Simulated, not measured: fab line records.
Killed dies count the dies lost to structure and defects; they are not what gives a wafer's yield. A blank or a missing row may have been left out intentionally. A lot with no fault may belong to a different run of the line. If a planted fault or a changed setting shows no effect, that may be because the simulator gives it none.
Which tool did it?    flow n5Finfet    6 lots with 16 wafers sampled at 4 steps, on a route of 1938 steps

== WHAT THE GAUGES SHOWED, per wafer ==
N5_BEOL_M6_THK_MEAS_01.
lot   measured      on            M6_ILD_THK (nm)
L866  day 9 06:53   filmMetro-02  157.0 159.0 159.0
L870  day 10 10:44  filmMetro-01  152.9 154.5 152.3
L876  day 11 11:30  filmMetro-02  156.0 156.8
L877  day 12 01:56  filmMetro-01  154.3 158.5
L883  day 13 14:04  filmMetro-01  151.3 153.9 149.8
L887  day 14 15:01  filmMetro-02  153.4 152.3 155.7

== WHAT TOOL EACH LOT RAN ON (gives the tool, then ch and the chambers of the sampled wafers, and finally the start) ==
lot   N5_BEOL_M5_SPUTTER_88        N5_BEOL_M5_ANNEAL_89         N5_BEOL_M5_CO_CAP_78
L866  pvdSputter-01, day 9 04:07   pvdSputter-01, day 9 04:11   cvdCo-01 ch 0,1,2, day 9 06:04
L870  pvdSputter-03, day 10 07:56  pvdSputter-03, day 10 08:01  cvdCo-02 ch 1,2, day 10 09:53
L876  pvdSputter-03, day 11 08:43  pvdSputter-03, day 11 08:47  cvdCo-01 ch 2, day 11 10:41
L877  pvdSputter-03, day 11 22:25  pvdSputter-03, day 11 22:29  cvdCo-01 ch 1,2, day 12 00:55
L883  pvdSputter-01, day 13 10:26  pvdSputter-01, day 13 10:31  cvdCo-02 ch 0,1,2, day 13 12:46
L887  pvdSputter-01, day 14 11:46  pvdSputter-01, day 14 11:50  cvdCo-01 ch 1,2, day 14 13:43
- N5_BEOL_M5_SPUTTER_88: material Cu, target thk 15 nm, time 27.62 s.
- N5_BEOL_M5_ANNEAL_89: time 1800 s.
- N5_BEOL_M5_CO_CAP_78: material Co, precursor CCTBA/H2, target thk 2 nm, time 102.1 s.

== THE ANSWER, worked out from the rows above alone ==
Rule: usual is defined by the lots themselves. The widest of any qualifying gaps counts: lots, ordered by their means at a reading, are off when they make up no more than a third of the lots, leave a main group of 4 or more, and stand apart from it by 3 or more times the standard deviation of that group's means. The tables above print the reading to a certain number of digits; a main group whose means all agree to those digits is not used. A lot without any number at a reading at which 4 lots or more have one is off too. Where the step has rows for the other lots, those lots are counted as sound.
Nothing can be told from this: no lot is off at any reading shown.

== WHAT THE SIMULATOR HAD PUT IN ==
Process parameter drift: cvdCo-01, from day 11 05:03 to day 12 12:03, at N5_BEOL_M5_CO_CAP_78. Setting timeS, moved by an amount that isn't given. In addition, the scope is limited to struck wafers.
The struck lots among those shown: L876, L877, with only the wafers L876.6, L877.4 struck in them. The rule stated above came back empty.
